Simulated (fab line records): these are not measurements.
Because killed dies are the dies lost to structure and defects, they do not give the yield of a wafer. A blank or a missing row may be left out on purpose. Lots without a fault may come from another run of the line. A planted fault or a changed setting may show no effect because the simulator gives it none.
Which of the tools did it? / flow n5Finfet / 11 lots, 33 wafers sampled, at 4 steps of a route of 1938

## WHAT EACH GAUGE READ, for each wafer
Not one reading of a measure or inspect step in the record can be checked against a usual standard deviation.

## WHICH TOOL RAN EACH LOT (tool, then ch and the chambers of the sampled wafers, then the start)
lot=L814; N5_BEOL_M1_ILD_DEP_00=pecvd-04 ch 0,1,2, day 6 03:14; N5_MIM_BOT_ETCH_ETCH_04=rieDiel-06 ch 1,2,3, day 11 20:18; N5_PASSIVATION_PECVD_01=pecvd-02 ch 0,1, day 11 21:15; N5_PASSIVATION_PROBE_49=-
lot=L815; N5_BEOL_M1_ILD_DEP_00=pecvd-03 ch 0,1,2, day 6 05:31; N5_MIM_BOT_ETCH_ETCH_04=rieDiel-01 ch 1,2, day 13 00:40; N5_PASSIVATION_PECVD_01=pecvd-02 ch 0,2, day 13 01:32; N5_PASSIVATION_PROBE_49=-
lot=L816; N5_BEOL_M1_ILD_DEP_00=pecvd-01 ch 1,2, day 6 13:03; N5_MIM_BOT_ETCH_ETCH_04=rieDiel-01 ch 0,1, day 12 18:22; N5_PASSIVATION_PECVD_01=pecvd-04 ch 0,2, day 12 19:13; N5_PASSIVATION_PROBE_49=-
lot=L817; N5_BEOL_M1_ILD_DEP_00=pecvd-01 ch 0,1,2, day 6 16:23; N5_MIM_BOT_ETCH_ETCH_04=rieDiel-01 ch 1,2, day 12 17:49; N5_PASSIVATION_PECVD_01=pecvd-04 ch 0,1, day 12 18:46; N5_PASSIVATION_PROBE_49=-
lot=L819; N5_BEOL_M1_ILD_DEP_00=pecvd-01 ch 0,1, day 7 11:34; N5_MIM_BOT_ETCH_ETCH_04=rieDiel-06 ch 0,1, day 14 09:56; N5_PASSIVATION_PECVD_01=pecvd-04 ch 0,1, day 14 11:05; N5_PASSIVATION_PROBE_49=-
lot=L823; N5_BEOL_M1_ILD_DEP_00=pecvd-01 ch 1,2, day 8 05:56; N5_MIM_BOT_ETCH_ETCH_04=rieDiel-01 ch 2,3, day 14 10:37; N5_PASSIVATION_PECVD_01=pecvd-03 ch 0,1,2, day 14 11:29; N5_PASSIVATION_PROBE_49=prober-01, day 14 20:23
lot=L829; N5_BEOL_M1_ILD_DEP_00=pecvd-04 ch 0,2, day 9 21:40; N5_MIM_BOT_ETCH_ETCH_04=rieDiel-06 ch 1,2,3, day 16 01:24; N5_PASSIVATION_PECVD_01=pecvd-03 ch 0,2, day 16 02:15; N5_PASSIVATION_PROBE_49=prober-02, day 16 11:34
lot=L830; N5_BEOL_M1_ILD_DEP_00=pecvd-04 ch 0,2, day 10 03:05; N5_MIM_BOT_ETCH_ETCH_04=rieDiel-01 ch 0,2, day 16 07:53; N5_PASSIVATION_PECVD_01=pecvd-02 ch 0,2, day 16 08:44; N5_PASSIVATION_PROBE_49=-
lot=L833; N5_BEOL_M1_ILD_DEP_00=pecvd-04 ch 0,1, day 10 23:02; N5_MIM_BOT_ETCH_ETCH_04=rieDiel-06 ch 0,1, day 17 11:48; N5_PASSIVATION_PECVD_01=pecvd-02 ch 0,2, day 17 12:55; N5_PASSIVATION_PROBE_49=-
lot=L834; N5_BEOL_M1_ILD_DEP_00=pecvd-04 ch 0,2, day 11 04:26; N5_MIM_BOT_ETCH_ETCH_04=rieDiel-01 ch 0,1, day 18 12:53; N5_PASSIVATION_PECVD_01=pecvd-02 ch 0,1, day 18 13:45; N5_PASSIVATION_PROBE_49=-
lot=L835; N5_BEOL_M1_ILD_DEP_00=pecvd-04 ch 1,2, day 11 08:34; N5_MIM_BOT_ETCH_ETCH_04=rieDiel-01 ch 0,3, day 18 01:15; N5_PASSIVATION_PECVD_01=pecvd-04 ch 0,2, day 18 02:08; N5_PASSIVATION_PROBE_49=-
- N5_BEOL_M1_ILD_DEP_00: deposits SiOC from DEMS/O2, target thk 79 nm, time 15.3 s.
- N5_MIM_BOT_ETCH_ETCH_04: etches SiNx in CF4/O2, target depth 26 nm, time 13 s.
- N5_PASSIVATION_PECVD_01: deposits SiNx from SiH4/NH3/N2, target thk 200 nm, time 43.2 s.
- N5_PASSIVATION_PROBE_49

## WHAT THE TOOLS THEMSELVES READ (means of the sampled wafers that have a number; where no wafer has one, the mark that the record gives instead)
N5_BEOL_M1_ILD_DEP_00. Usual: heaterPowerW 447 W, standard deviation 67; showerheadPlenumPTorr 5.693 Torr, standard deviation 0.015; throttleValvePct 11.9 %, standard deviation 0.67.
lot=L814; tool=pecvd-04; heaterPowerW (W)=410; showerheadPlenumPTorr (Torr)=5.681; throttleValvePct (%)=11.6; flag=
lot=L815; tool=pecvd-03; heaterPowerW (W)=444; showerheadPlenumPTorr (Torr)=5.705; throttleValvePct (%)=11.4; flag=
lot=L816; tool=pecvd-01; heaterPowerW (W)=505; showerheadPlenumPTorr (Torr)=5.698; throttleValvePct (%)=12.9; flag=
lot=L817; tool=pecvd-01; heaterPowerW (W)=460; showerheadPlenumPTorr (Torr)=5.695; throttleValvePct (%)=12.5; flag=
lot=L819; tool=pecvd-01; heaterPowerW (W)=462; showerheadPlenumPTorr (Torr)=5.698; throttleValvePct (%)=12.4; flag=
lot=L823; tool=pecvd-01; heaterPowerW (W)=487; showerheadPlenumPTorr (Torr)=5.703; throttleValvePct (%)=12.8; flag=
lot=L829; tool=pecvd-04; heaterPowerW (W)=352; showerheadPlenumPTorr (Torr)=5.675; throttleValvePct (%)=11.2; flag=
lot=L830; tool=pecvd-04; heaterPowerW (W)=367; showerheadPlenumPTorr (Torr)=5.690; throttleValvePct (%)=11.2; flag=
lot=L833; tool=pecvd-04; heaterPowerW (W)=381; showerheadPlenumPTorr (Torr)=5.675; throttleValvePct (%)=11.8; flag=
lot=L834; tool=pecvd-04; heaterPowerW (W)=402; showerheadPlenumPTorr (Torr)=5.686; throttleValvePct (%)=11.3; flag=
lot=L835; tool=pecvd-04; heaterPowerW (W)=461; showerheadPlenumPTorr (Torr)=5.703; throttleValvePct (%)=11.8; flag=

N5_MIM_BOT_ETCH_ETCH_04. Usual: O2_flow_sccm 10.005 sccm, standard deviation 0.029; chamberPressureMTorr 40.00 mTorr, standard deviation 0.046; drypumpMotorCurrentA 5.6 A, standard deviation 0.31; oes_ar_750_au 0.78 a.u., standard deviation 0.083; oesProductAu 0.77 a.u., standard deviation 0.088; rfVppV 241 V, standard deviation 4.5; showerheadPlenumPTorr 2.20 Torr, standard deviation 0.054; throttleValvePct 16.15 %, standard deviation 0.18.
lot=L814; tool=rieDiel-06; O2_flow_sccm (sccm)=9.972; chamberPressureMTorr (mTorr)=40.04; drypumpMotorCurrentA (A)=5.4; oes_ar_750_au (a.u.)=0.79; oesProductAu (a.u.)=0.78; rfVppV (V)=239; showerheadPlenumPTorr (Torr)=2.19; throttleValvePct (%)=16.08; flag=
lot=L815; tool=rieDiel-01; O2_flow_sccm (sccm)=10.022; chamberPressureMTorr (mTorr)=39.99; drypumpMotorCurrentA (A)=5.7; oes_ar_750_au (a.u.)=0.82; oesProductAu (a.u.)=0.81; rfVppV (V)=243; showerheadPlenumPTorr (Torr)=2.22; throttleValvePct (%)=16.04; flag=
lot=L816; tool=rieDiel-01; O2_flow_sccm (sccm)=9.996; chamberPressureMTorr (mTorr)=40.02; drypumpMotorCurrentA (A)=5.7; oes_ar_750_au (a.u.)=0.81; oesProductAu (a.u.)=0.81; rfVppV (V)=243; showerheadPlenumPTorr (Torr)=2.22; throttleValvePct (%)=16.03; flag=
lot=L817; tool=rieDiel-01; O2_flow_sccm (sccm)=9.999; chamberPressureMTorr (mTorr)=40.02; drypumpMotorCurrentA (A)=5.7; oes_ar_750_au (a.u.)=0.83; oesProductAu (a.u.)=0.82; rfVppV (V)=243; showerheadPlenumPTorr (Torr)=2.23; throttleValvePct (%)=16.03; flag=
lot=L819; tool=rieDiel-06; O2_flow_sccm (sccm)=10.017; chamberPressureMTorr (mTorr)=40.01; drypumpMotorCurrentA (A)=5.2; oes_ar_750_au (a.u.)=0.75; oesProductAu (a.u.)=0.74; rfVppV (V)=239; showerheadPlenumPTorr (Torr)=2.23; throttleValvePct (%)=16.31; flag=
lot=L823; tool=rieDiel-01; O2_flow_sccm (sccm)=10.012; chamberPressureMTorr (mTorr)=39.98; drypumpMotorCurrentA (A)=5.6; oes_ar_750_au (a.u.)=0.74; oesProductAu (a.u.)=0.74; rfVppV (V)=240; showerheadPlenumPTorr (Torr)=2.19; throttleValvePct (%)=16.24; flag=
lot=L829; tool=rieDiel-06; O2_flow_sccm (sccm)=9.962; chamberPressureMTorr (mTorr)=39.99; drypumpMotorCurrentA (A)=5.4; oes_ar_750_au (a.u.)=0.75; oesProductAu (a.u.)=0.74; rfVppV (V)=239; showerheadPlenumPTorr (Torr)=2.17; throttleValvePct (%)=16.16; flag=
lot=L830; tool=rieDiel-01; O2_flow_sccm (sccm)=10.038; chamberPressureMTorr (mTorr)=40.02; drypumpMotorCurrentA (A)=5.8; oes_ar_750_au (a.u.)=0.76; oesProductAu (a.u.)=0.75; rfVppV (V)=241; showerheadPlenumPTorr (Torr)=2.20; throttleValvePct (%)=16.15; flag=
lot=L833; tool=rieDiel-06; O2_flow_sccm (sccm)=10.007; chamberPressureMTorr (mTorr)=40.02; drypumpMotorCurrentA (A)=5.2; oes_ar_750_au (a.u.)=0.88; oesProductAu (a.u.)=0.88; rfVppV (V)=242; showerheadPlenumPTorr (Torr)=2.18; throttleValvePct (%)=15.97; flag=
lot=L834; tool=rieDiel-01; O2_flow_sccm (sccm)=10.008; chamberPressureMTorr (mTorr)=40.01; drypumpMotorCurrentA (A)=5.7; oes_ar_750_au (a.u.)=0.78; oesProductAu (a.u.)=0.78; rfVppV (V)=245; showerheadPlenumPTorr (Torr)=2.21; throttleValvePct (%)=16.10; flag=
lot=L835; tool=rieDiel-01; O2_flow_sccm (sccm)=10.004; chamberPressureMTorr (mTorr)=40.00; drypumpMotorCurrentA (A)=5.7; oes_ar_750_au (a.u.)=0.82; oesProductAu (a.u.)=0.81; rfVppV (V)=243; showerheadPlenumPTorr (Torr)=2.19; throttleValvePct (%)=16.06; flag=

N5_PASSIVATION_PECVD_01. Usual: heaterPowerW 327 W, standard deviation 81; showerheadPlenumPTorr 8.65 Torr, standard deviation 0.064; throttleValvePct 28.4 %, standard deviation 1.2.
lot=L814; tool=pecvd-02; heaterPowerW (W)=331; showerheadPlenumPTorr (Torr)=8.62; throttleValvePct (%)=28.2; flag=
lot=L815; tool=pecvd-02; heaterPowerW (W)=364; showerheadPlenumPTorr (Torr)=8.67; throttleValvePct (%)=27.6; flag=
lot=L816; tool=pecvd-04; heaterPowerW (W)=201; showerheadPlenumPTorr (Torr)=8.60; throttleValvePct (%)=27.6; flag=
lot=L817; tool=pecvd-04; heaterPowerW (W)=372; showerheadPlenumPTorr (Torr)=8.60; throttleValvePct (%)=29.6; flag=
lot=L819; tool=pecvd-04; heaterPowerW (W)=260; showerheadPlenumPTorr (Torr)=8.57; throttleValvePct (%)=28.7; flag=
lot=L823; tool=pecvd-03; heaterPowerW (W)=333; showerheadPlenumPTorr (Torr)=8.70; throttleValvePct (%)=28.5; flag=
lot=L829; tool=pecvd-03; heaterPowerW (W)=363; showerheadPlenumPTorr (Torr)=8.70; throttleValvePct (%)=28.4; flag=
lot=L830; tool=pecvd-02; heaterPowerW (W)=351; showerheadPlenumPTorr (Torr)=8.66; throttleValvePct (%)=27.6; flag=
lot=L833; tool=pecvd-02; heaterPowerW (W)=340; showerheadPlenumPTorr (Torr)=8.64; throttleValvePct (%)=28.2; flag=
lot=L834; tool=pecvd-02; heaterPowerW (W)=345; showerheadPlenumPTorr (Torr)=8.60; throttleValvePct (%)=27.3; flag=
lot=L835; tool=pecvd-04; heaterPowerW (W)=217; showerheadPlenumPTorr (Torr)=8.63; throttleValvePct (%)=28.0; flag=

N5_PASSIVATION_PROBE_49. Usual: defectLimitedYield 91.4 %, standard deviation 1.5; killed_at_M0_to_M3 35, standard deviation 12; killed_at_M4_up 13, standard deviation 5.8; killedAtContacts 12, standard deviation 5.5; killedAtFrontEnd 36, standard deviation 9.9; killedAtOther 4, standard deviation 3.7; killedDies 101, standard deviation 18; killedOpen 66, standard deviation 13; killedShort 33, standard deviation 8; sort_bin_5_function 5.0 %, standard deviation 1; sort_bin_6_memory 3.2 %, standard deviation 0.67; sortNPass 1079, standard deviation 18; sortYieldPct 91.4 %, standard deviation 1.5.
lot=L823; tool=prober-01; defectLimitedYield (%)=84.0; killed_at_M0_to_M3=122; killed_at_M4_up=6; killedAtContacts=8; killedAtFrontEnd=46; killedAtOther=7; killedDies=189; killedOpen=65; killedShort=29; sort_bin_5_function (%)=10.4; sort_bin_6_memory (%)=4.4; sortNPass=991; sortYieldPct (%)=84.0; flag=OFF
lot=L829; tool=prober-02; defectLimitedYield (%)=91.8; killed_at_M0_to_M3=53; killed_at_M4_up=11; killedAtContacts=7; killedAtFrontEnd=20; killedAtOther=5; killedDies=97; killedOpen=66; killedShort=29; sort_bin_5_function (%)=4.6; sort_bin_6_memory (%)=3.3; sortNPass=1083; sortYieldPct (%)=91.8; flag=

## THE ANSWER, worked out from the rows above alone
Rule: a lot counts as off when the mean over its wafers that have a number is more than 3 standard deviations away from the usual mean. A lot without any number at a reading at which 4 lots or more have one is off too. All remaining lots with rows at the step are treated as sound. The gauges are gone through in route order, then the tools' own readings, and for those a lot's mean is taken as printed above. The first step at which some lot is off is used, and at that step the reading that is off furthest; a lot without a number counts as furthest.
Off at N5_PASSIVATION_PROBE_49 (killed_at_M0_to_M3): L823. Neither off nor sound, because the step has no rows for them: L814, L815, L816, L817, L819, L830, L833, L834, L835.
A tool fits if, at that step or a process step before it, it ran every lot that is off, and no sound lot after the first of them. Can't be told from this: 3 tools fit, pecvd-01 at N5_BEOL_M1_ILD_DEP_00, rieDiel-01 at N5_MIM_BOT_ETCH_ETCH_04, prober-01 at N5_PASSIVATION_PROBE_49.

## WHAT THE SIMULATOR HAD PUT IN
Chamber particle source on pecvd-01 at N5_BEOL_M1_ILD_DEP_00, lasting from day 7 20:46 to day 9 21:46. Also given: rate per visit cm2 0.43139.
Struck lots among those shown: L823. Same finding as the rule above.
